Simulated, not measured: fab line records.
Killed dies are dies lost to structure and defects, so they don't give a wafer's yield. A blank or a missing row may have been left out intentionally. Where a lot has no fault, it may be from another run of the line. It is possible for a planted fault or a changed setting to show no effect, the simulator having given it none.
fab line records	flow n5Finfet
record lots=12	wafers=33	lastDay=19
route steps=1938 shown HKMG_FIN@409 PASSIVATION@1936
lots that met no fault: from a run of the same line without faults
startH: hours from the record's first day to the start of the lot's first wafer shown	waitH: time in hours since the lot's previous step	" repeats the value in the row above	L1.1+2: one row covering several wafers at once	- no value, or no start was given	* or withheld: withheld	< > ~ a bound
route shown NAME@n: names a module that has steps shown in the file, with the first one's number in the route	usual: the fault-free wafers' mean and standard deviation	same: alike in all rows	chamber/n: place in a boat	sites: the reading at each site	_std_site: how widely they spread, as a standard deviation	_edge_site: outer sites' mean less inner sites'	radiusMm: how far each site lies from the wafer's centre	mask NAME#n: copy n	behind: the most recent tool/chamber to have shaped the wafer	hold: why the lot was held/for how many hours/how that ended	device: whichever transistor did not switch (one of n, p or np)	end of line: tests of these same wafers at the route's end	a step without rows: its recipe alone	killed: count of dies lost to structure and defects at first sort (not the wafer's yield)	map: dies across one wafer; x = killed, . = not, _ = none there
set.NAME: the setting that was run; set.NAME@STEP: the one run at that earlier step	model.NAME: the simulator's own value behind a step, which no gauge read
the route's steps for a sample of lots (tables are steps, rows are wafers)
services: from which hour (startH, from the record's first day; less than 0 if before it) a tool's chamber was out of use, for how many hours, and why
## steps
# step N5_HKMG_FIN_STRIP_60
# recipe chemistry=N2/H2	powerW=2500	tempC=300	h2Frac=0.65	timeS=360	pressureMtorr=withheld	n2FlowSccm=1750	h2FlowSccm=3250
# usual drypumpMotorCurrentA=5.43/0.11	heaterPowerW=469/13
lot.wafer	tool	chamber	startH	waitH	drypumpMotorCurrentA	heaterPowerW	rfHoursCounterH
L846.2	plasmaAsher-02	0	80.88	0.0	5.47	491	83
L846.3	"	0	"	"	5.46	478	-
L846.5	"	1	"	"	5.38	477	-
L847.1	plasmaAsher-02	0	88.82	0.0	5.43	482	85
L847.4	"	0	"	"	5.46	482	-
L847.5	"	0	"	"	5.46	470	-
L849.1	plasmaAsher-01	1	104.10	0.0	5.29	441	41
L849.2	"	0	"	"	5.59	470	41
L849.3	"	0	"	"	5.55	475	-
L851.1	plasmaAsher-02	0	117.61	0.0	5.45	484	90
L851.2	"	1	"	"	5.37	474	90
L851.6	"	1	"	"	5.38	465	-
L853.4	plasmaAsher-02	1	124.91	0.1	5.41	468	-
L853.5	"	0	"	"	5.42	487	-
L853.6	"	1	"	"	5.40	477	-
L854.2	plasmaAsher-02	1	131.59	0.0	5.38	476	94
L854.3	"	1	"	"	5.40	473	-
L854.5	"	1	"	"	5.38	474	-
L856.2	plasmaAsher-02	0	139.68	0.0	5.46	476	98
L856.3	"	0	"	"	5.44	482	-
L856.6	"	0	"	"	5.44	477	-
L857.2	plasmaAsher-01	1	145.25	0.0	5.27	452	47
L857.3	"	0	"	"	5.62	468	-
L857.4	"	1	"	"	5.27	451	-
L858.1	plasmaAsher-02	1	153.21	0.0	5.40	469	101
L858.2	"	0	"	"	5.45	485	101
L858.6	"	0	"	"	5.43	485	-
L862.3	plasmaAsher-02	1	177.82	0.1	5.40	466	-
L862.4	"	0	"	"	5.43	477	-
L866.4	plasmaAsher-01	1	201.21	0.1	5.27	437	-
L866.5	"	0	"	"	5.61	483	-
L868.5	plasmaAsher-02	1	214.62	0.3	5.39	462	-
L868.6	"	0	"	"	5.46	479	-
# step N5_HKMG_FIN_ETCH_31
# recipe chemistry=CF4	target=SiARC	targetDepthA=455	maskMaterial=CAR-ArF	timeS=75.8	ionEnergyEv=80	pressureMtorr=40	sourceW=545	biasW=36	Ar_flow_sccm=100	cf4FlowSccm=100	ends=cleared
# usual drypumpMotorCurrentA=5.73/0.26	etchRfOnTimeS=75.7/1.6	oesProductAu=0.69/0.086	rfVppV=184.5/1.3	showerheadPlenumPTorr=2.17/0.071	throttleValvePct=15.54/0.26
lot.wafer	tool	chamber	startH	waitH	drypumpMotorCurrentA	etchRfOnTimeS	oesProductAu	rfHoursCounterH	rfVppV	showerheadPlenumPTorr	throttleValvePct
L846.2	rieDiel-05	2	83.38	0.0	6.18	74.8	0.77	35	185.0	2.17	15.60
L846.3	"	3	"	"	5.91	76.0	0.60	218	183.9	2.14	15.91
L846.5	"	3	"	"	5.90	75.4	0.60	-	183.7	2.14	15.90
L847.1	rieDiel-04	3	91.23	0.0	6.04	74.3	0.80	13	186.8	2.28	15.47
L847.4	"	2	"	"	5.44	75.0	0.61	188	182.9	2.04	15.99
L847.5	"	3	"	"	6.03	73.7	0.80	-	184.6	2.28	15.45
L849.1	rieDiel-06	3	108.49	0.0	5.27	73.1	0.61	228	186.5	2.21	15.53
L849.2	"	2	"	"	5.76	75.7	0.80	13	185.3	2.28	15.19
L849.3	"	0	"	"	5.55	76.0	0.76	27	184.0	2.27	15.56
L851.1	rieDiel-04	0	120.30	0.0	5.42	78.3	0.59	210	184.6	2.13	15.61
L851.2	"	2	"	"	5.45	75.6	0.60	198	183.8	2.04	15.99
L851.6	"	0	"	"	5.44	77.3	0.58	-	182.8	2.13	15.60
L853.4	rieDiel-04	2	127.32	0.0	5.45	76.6	0.59	201	183.5	2.04	15.98
L853.5	"	1	"	"	6.06	77.8	0.56	-	186.0	2.18	15.89
L853.6	"	0	"	"	5.47	77.4	0.59	-	183.4	2.13	15.61
L854.2	rieDiel-04	2	134.20	0.0	5.44	76.0	0.60	202	182.8	2.03	16.00
L854.3	"	1	"	"	6.04	77.9	0.56	249	185.0	2.18	15.89
L854.5	"	2	"	"	5.45	75.5	0.60	-	182.8	2.03	16.01
L856.2	rieDiel-05	2	142.10	0.0	6.14	76.2	0.73	58	185.0	2.16	15.66
L856.3	"	3	"	"	5.92	77.0	0.59	240	185.2	2.13	15.94
L856.6	"	2	"	"	6.13	75.6	0.72	-	183.7	2.16	15.67
L857.2	rieDiel-05	2	147.78	0.0	6.13	75.9	0.73	60	186.3	2.16	15.67
L857.3	"	0	"	"	5.54	75.6	0.68	103	184.7	2.15	15.30
L857.4	"	1	"	"	5.79	75.8	0.82	3	186.4	2.19	15.08
L858.1	rieDiel-06	0	156.81	0.0	5.58	74.5	0.73	45	184.6	2.27	15.59
L858.2	"	1	"	"	5.64	73.1	0.73	71	184.1	2.10	15.41
L858.6	"	2	"	"	5.75	73.6	0.77	-	186.5	2.28	15.22
L862.3	rieDiel-05	1	180.39	0.0	5.82	77.2	0.79	14	184.8	2.19	15.10
L862.4	"	1	"	"	5.81	77.2	0.78	-	182.9	2.19	15.09
L866.4	rieDiel-04	3	203.82	0.0	6.02	75.3	0.73	53	184.9	2.27	15.57
L866.5	"	3	"	"	6.02	75.2	0.74	-	186.1	2.27	15.54
L868.5	rieDiel-05	1	217.37	0.0	5.81	77.4	0.76	-	185.3	2.18	15.11
L868.6	"	0	"	"	5.53	75.2	0.66	-	184.2	2.14	15.34
# step N5_HKMG_FIN_ALD_91
# recipe material=TiN	targetThkA=10	tempC=400	aldPrecursorFamily=TiCl4	aldCoReactant=NH3	pulseTimeS=1	purgeTimeS=3	coReactantPurgeTimeS=2	coReactantPulseTimeS=2	aldCycles=47	pressureTorr=3
# usual aldCycles=47/0	heaterPowerW=859/76	precursorPulseHeightRel=1.003/0.018
# same pulseTimeS=1
lot.wafer	tool	chamber	startH	waitH	aldCycles	heaterPowerW	precursorPulseHeightRel
L846.2	aldMetal-01	3	84.33	0.3	47	879	1.024
L846.3	"	2	"	"	47	1075	1.041
L846.5	"	0	"	"	47	916	1.022
L847.1	aldMetal-02	1	92.18	0.3	47	883	1.030
L847.4	"	0	"	"	47	878	0.994
L847.5	"	3	"	"	47	793	1.029
L849.1	aldMetal-01	3	109.43	0.3	47	891	0.976
L849.2	"	1	"	"	47	755	0.984
L849.3	"	2	"	"	47	1065	1.033
L851.1	aldMetal-04	0	121.25	0.3	47	850	0.976
L851.2	"	3	"	"	47	951	1.005
L851.6	"	1	"	"	47	781	1.020
L853.4	aldMetal-04	3	128.26	0.1	47	936	1.001
L853.5	"	0	"	"	47	819	1.011
L853.6	"	3	"	"	47	945	0.964
L854.2	aldMetal-02	1	135.44	0.3	47	886	1.000
L854.3	"	3	"	"	47	786	1.018
L854.5	"	0	"	"	47	845	1.015
L856.2	aldMetal-04	1	143.05	0.3	47	775	1.027
L856.3	"	2	"	"	47	886	1.010
L856.6	"	0	"	"	47	833	0.992
L857.2	aldMetal-02	0	148.72	0.3	47	845	1.021
L857.3	"	3	"	"	47	803	0.987
L857.4	"	2	"	"	47	790	1.028
L858.1	aldMetal-01	3	157.75	0.3	47	884	1.003
L858.2	"	0	"	"	47	905	1.006
L858.6	"	0	"	"	47	911	1.024
L862.3	aldMetal-01	1	181.34	0.1	47	754	1.005
L862.4	"	0	"	"	27	880	0.984
L866.4	aldMetal-01	1	204.77	0.1	27	762	0.969
L866.5	"	2	"	"	47	1058	1.003
L868.5	aldMetal-01	1	218.41	0.1	47	730	1.007
L868.6	"	3	"	"	27	928	1.014
# step N5_HKMG_FIN_STRIP_69
# recipe chemistry=N2/H2	powerW=2500	tempC=300	h2Frac=0.65	timeS=360	pressureMtorr=withheld	n2FlowSccm=1750	h2FlowSccm=3250
# usual drypumpMotorCurrentA=5.43/0.11	heaterPowerW=470/14
lot.wafer	tool	chamber	startH	waitH	drypumpMotorCurrentA	heaterPowerW	rfHoursCounterH
L846.2	plasmaAsher-01	1	86.10	0.1	5.27	454	38
L846.3	"	1	"	"	5.27	455	-
L846.5	"	1	"	"	5.27	445	-
L847.1	plasmaAsher-02	0	93.96	0.1	5.46	466	86
L847.4	"	1	"	"	5.41	479	-
L847.5	"	1	"	"	5.40	469	-
L849.1	plasmaAsher-02	1	111.21	0.1	5.40	470	88
L849.2	"	0	"	"	5.44	475	88
L849.3	"	1	"	"	5.40	469	-
L851.1	plasmaAsher-01	0	123.08	0.1	5.59	466	45
L851.2	"	1	"	"	5.27	439	45
L851.6	"	0	"	"	5.61	465	-
L853.4	plasmaAsher-02	1	130.17	0.2	5.38	466	-
L853.5	"	1	"	"	5.39	472	-
L853.6	"	0	"	"	5.44	484	-
L854.2	plasmaAsher-02	1	137.27	0.1	5.38	485	96
L854.3	"	1	"	"	5.40	473	-
L854.5	"	1	"	"	5.39	472	-
L856.2	plasmaAsher-02	0	144.87	0.1	5.47	476	100
L856.3	"	1	"	"	5.41	489	-
L856.6	"	1	"	"	5.40	477	-
L857.2	plasmaAsher-02	1	150.53	0.1	5.39	484	101
L857.3	"	1	"	"	5.37	469	-
L857.4	"	0	"	"	5.46	493	-
L858.1	plasmaAsher-01	0	159.72	0.1	5.60	458	49
L858.2	"	1	"	"	5.27	445	49
L858.6	"	0	"	"	5.57	458	-
L862.3	plasmaAsher-02	0	183.36	0.2	5.44	477	-
L862.4	"	1	"	"	5.38	463	-
L866.4	plasmaAsher-02	1	206.66	0.2	5.42	481	-
L866.5	"	1	"	"	5.40	463	-
L868.5	plasmaAsher-02	0	220.38	0.3	5.42	476	-
L868.6	"	1	"	"	5.39	471	-
# step N5_PASSIVATION_PROBE_49
# usual killed_at_M0_to_M3=36/11	killed_at_M4_up=14/5.2	killedAtContacts=12/6.1	killedAtFrontEnd=40/12	killedAtOther=3.2/2.5	killedDies=105/16	killedOnRim=14/4.4	killedOpen=68/12	killedShort=35/8.7
# same grossDies=1180	killedAtBackSide=0
lot.wafer	tool	chamber	startH	waitH	killed_at_M0_to_M3	killed_at_M4_up	killedAtContacts	killedAtFrontEnd	killedAtOther	killedDies	killedOnRim	killedOpen	killedShort
L851.1	prober-02	-	352.72	0.0	41	13	21	43	2	120	12	77	40
L851.2	prober-02	-	352.77	0.1	36	14	19	39	3	111	13	79	30
L851.6	prober-02	-	352.97	0.3	33	14	4	36	4	91	14	54	33
L862.3	prober-01	-	387.76	0.1	46	18	15	29	2	110	15	73	36
L862.4	prober-01	-	387.81	0.2	49	13	22	170	2	256	15	92	28
L858.1	prober-01	-	388.14	0.0	42	10	5	49	7	113	19	62	46
L858.2	prober-01	-	388.19	0.1	58	13	12	57	3	143	24	95	47
L858.6	prober-01	-	388.39	0.3	61	12	8	41	4	126	18	82	39
L866.4	prober-01	-	453.40	0.2	53	8	21	121	2	205	62	64	45
L866.5	prober-01	-	453.45	0.2	36	11	29	26	1	103	15	49	48
L868.5	prober-01	-	459.32	0.2	25	12	13	65	0	115	13	78	36
L868.6	prober-01	-	459.37	0.3	33	13	12	236	2	296	94	73	34
# killed by level:class
L851.1 STI_FIN_REVEAL:geometricParticle:open=16 MOL_CONTACT_COAG:geometricParticle:open=15 BEOL_M0_SAQP:geometricParticle:short=10 BEOL_M2:geometricParticle:open=8 FIN_SAQP:geometricParticle:short=7 DUMMY_GATE:geometricParticle:open=7 BEOL_M0_SAQP:geometricParticle:open=7 BEOL_M3:geometricParticle:open=7
L851.2 STI_FIN_REVEAL:geometricParticle:open=14 MOL_CONTACT_COAG:geometricParticle:open=13 BEOL_M0_SAQP:geometricParticle:open=10 FIN_SAQP:geometricParticle:short=8 BEOL_M4:geometricParticle:open=6 BEOL_M1:geometricParticle:open=6 BEOL_M3:geometricParticle:open=6 MOL_CONTACT_COAG:geometricParticle:short=5
L851.6 STI_FIN_REVEAL:geometricParticle:open=10 BEOL_M3:geometricParticle:short=9 BEOL_M4:geometricParticle:open=7 FIN_SAQP:geometricParticle:open=6 BEOL_M0_SAQP:geometricParticle:short=6 BEOL_M3:geometricParticle:open=6 DUMMY_GATE:geometricParticle:open=5 MOL_CONTACT_COAG:geometricParticle:open=4
L862.3 BEOL_M2:geometricParticle:open=12 MOL_CONTACT_COAG:geometricParticle:open=11 BEOL_M1:geometricParticle:open=11 STI_FIN_REVEAL:geometricParticle:open=8 BEOL_M0_SAQP:geometricParticle:short=7 BEOL_M4:geometricParticle:open=7 BEOL_M2:geometricParticle:short=5 BEOL_M3:geometricParticle:open=5
L862.4 HKMG_FIN:areaAld=135 BEOL_M2:geometricParticle:open=20 MOL_CONTACT_COAG:geometricParticle:open=18 STI_FIN_REVEAL:geometricParticle:open=11 BEOL_M1:geometricParticle:open=9 DUMMY_GATE:geometricParticle:open=7 BEOL_M0_SAQP:geometricParticle:open=6 BEOL_M4:geometricParticle:open=5
L858.1 FIN_SAQP:geometricParticle:short=10 FIN_SAQP:geometricParticle:open=9 BEOL_M2:geometricParticle:open=9 STI_FIN_REVEAL:geometricParticle:open=8 BEOL_M3:geometricParticle:short=7 BEOL_M2:geometricParticle:short=6 BEOL_M3:geometricParticle:open=6 BEOL_M0_SAQP:geometricParticle:short=5
L858.2 BEOL_M3:geometricParticle:open=14 FIN_SAQP:geometricParticle:short=13 BEOL_M2:geometricParticle:open=12 DUMMY_GATE:geometricParticle:open=10 FIN_SAQP:geometricParticle:open=8 STI_FIN_REVEAL:geometricParticle:open=8 MOL_CONTACT_COAG:geometricParticle:open=8 BEOL_M0_SAQP:geometricParticle:short=8
L858.6 BEOL_M3:geometricParticle:open=14 BEOL_M2:geometricParticle:open=12 FIN_SAQP:geometricParticle:short=10 BEOL_M1:geometricParticle:open=10 DUMMY_GATE:geometricParticle:open=8 BEOL_M0_SAQP:geometricParticle:short=7 BEOL_M4:geometricParticle:open=7 MOL_CONTACT_COAG:geometricParticle:open=6
L866.4 HKMG_FIN:areaAld=92 MOL_CONTACT_COAG:geometricParticle:open=15 BEOL_M0_SAQP:geometricParticle:short=13 BEOL_M1:geometricParticle:open=11 BEOL_M0_SAQP:geometricParticle:open=10 BEOL_M1:geometricParticle:short=7 FIN_SAQP:geometricParticle:open=6 MOL_CONTACT_COAG:geometricParticle:short=5
L866.5 MOL_CONTACT_COAG:geometricParticle:short=14 MOL_CONTACT_COAG:geometricParticle:open=14 BEOL_M1:geometricParticle:open=11 BEOL_M1:geometricParticle:short=10 FIN_SAQP:geometricParticle:short=9 BEOL_M4:geometricParticle:open=7 BEOL_M0_SAQP:geometricParticle:short=4 STARTING-WAFER:geometricParticle:short=4
L868.5 FIN_SAQP:geometricParticle:open=24 GATE_CUT:geometricParticle:short=10 MOL_CONTACT_COAG:geometricParticle:open=10 BEOL_M4:geometricParticle:open=9 FIN_SAQP:geometricParticle:short=8 DUMMY_GATE:geometricParticle:open=6 BEOL_M3:geometricParticle:open=6 BEOL_M3:geometricParticle:short=6
L868.6 HKMG_FIN:areaAld=187 FIN_SAQP:geometricParticle:open=16 MOL_CONTACT_COAG:geometricParticle:open=11 BEOL_M2:geometricParticle:open=7 BEOL_M3:geometricParticle:short=7 DUMMY_GATE:geometricParticle:open=6 BEOL_M3:geometricParticle:open=6 FIN_SAQP:geometricParticle:short=5
## services
tool	chamber	startH	hours	kind
plasmaAsher-01	-	79.42	4.2	repair
rieDiel-05	3	87.35	1.4	repair
rieDiel-05	1	117.01	-	clean
rieDiel-05	1	117.01	-	consumableReplace:focusRing
rieDiel-05	1	117.01	21.5	scheduledDown
rieDiel-05	1	117.01	21.5	ventCycle
rieDiel-04	0	120.85	5.2	repair
plasmaAsher-01	-	129.65	14.6	pm
rieDiel-04	1	135.28	-	clean
rieDiel-04	1	135.28	-	consumableReplace:focusRing
rieDiel-04	1	135.28	16.8	scheduledDown
rieDiel-04	1	135.28	16.8	ventCycle
aldMetal-04	-	147.83	2.8	pm
rieDiel-06	3	172.28	-	clean
rieDiel-06	3	172.28	-	consumableReplace:focusRing
rieDiel-06	3	172.28	22.5	scheduledDown
rieDiel-06	3	172.28	22.5	ventCycle
rieDiel-05	3	184.85	-	clean
rieDiel-05	3	184.85	-	consumableReplace:focusRing
rieDiel-05	3	184.85	29.9	scheduledDown
rieDiel-05	3	184.85	29.9	ventCycle
aldMetal-04	-	188.72	1.3	repair
aldMetal-01	2	209.68	14.3	repair
## key
firstSign step=N5_HKMG_FIN_ALD_91	reading=aldCycles	direction=down	sigmas=99+	usual=*	struck=*
effect step=N5_PASSIVATION_PROBE_49	reading=killedAtFrontEnd	direction=up	sigmas=12	usual=40	struck=176
moreKillsBornAt N5_HKMG_FIN_ALD_91@aldMetal-01=414
metAt N5_HKMG_FIN_ALD_91
struckLots L862,L866,L868
struckWafers L862.4,L866.4,L868.6
testerLeftOut L862,L866,L868
notActingAt N5_HKMG_FIN_STRIP_60,N5_HKMG_FIN_ETCH_31,N5_HKMG_FIN_STRIP_69
onsetBetween 157.75 181.34
fault kind=processParameterDrift	tool=aldMetal-01	chamber=-	onsetH=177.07	steps=N5_HKMG_FIN_ALD_91	channel=aldCycles	offset=*	shape=step	endH=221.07	scope=struckWafersOnly	actsIn=*	stated=*
# testerLeftOut: of these lots the tester's yield and bins aren't shown, on N5 and GAA mostly nor the transistor test; their killed dies are dies lost to structure and defects alone, not to doping, threshold or leakage, so they don't give the yield
